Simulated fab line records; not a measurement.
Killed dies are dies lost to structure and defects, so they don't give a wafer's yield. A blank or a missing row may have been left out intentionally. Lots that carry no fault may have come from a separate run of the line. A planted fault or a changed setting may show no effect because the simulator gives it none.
Chamber matching | flow nand-harc | NHARC_P_M0_DESCUM_14 on rie-diel-03: 4 sister chambers
The step chemistry O2, time 3 s. 4 wafers are shown with their chamber, then 12 later ones without.

WAFERS PAIRED WITH THEIR CHAMBERS
wafer  | chamber | drypump-motor-current-A (A)
L092.3 | 1       | 6.0
L093.3 | 2       | 5.4
L093.4 | 0       | 5.0
L093.6 | 3       | 5.4

WAFERS WHOSE CHAMBER IS MISSING
wafer  | drypump-motor-current-A (A)
L094.2 | 4.9
L094.5 | 5.0
L094.6 | 6.0
L095.2 | 4.9
L095.4 | 5.4
L095.5 | 5.0
L096.1 | 5.4
L096.3 | 6.0
L096.4 | 5.5
L097.2 | 5.0
L097.4 | 5.4
L097.6 | 5.4

WHICH CHAMBER EACH WENT THROUGH
wafer  | from the rows above     | in truth
L094.2 | 0                       | 0
L094.5 | 0                       | 0
L094.6 | 1                       | 1
L095.2 | 0                       | 0
L095.4 | can't be placed: 2 or 3 | 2
L095.5 | 0                       | 0
L096.1 | can't be placed: 2 or 3 | 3
L096.3 | 1                       | 1
L096.4 | can't be placed: 2 or 3 | 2
L097.2 | 0                       | 0
L097.4 | can't be placed: 2 or 3 | 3
L097.6 | can't be placed: 2 or 3 | 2
Correct placement for 7 of the 12. From these rows, 5 cannot be placed; in 5 the true chamber is one of the candidates. Wrongly placed: 0.
How it was worked out, from the rows above alone: a wafer's distance from a chamber is the root of the sum, over the readings, of the square of ((its reading less the chamber's mean) divided by the reading's scatter). The wafer belongs to the nearest chamber; if the next one is less than 2 further off, it can't be placed. The mean given for a chamber averages the wafers shown for that chamber. The scatter (one wafer shown for each chamber): square how far every hidden wafer sits from the nearest shown wafer, average those squares and take the square root.
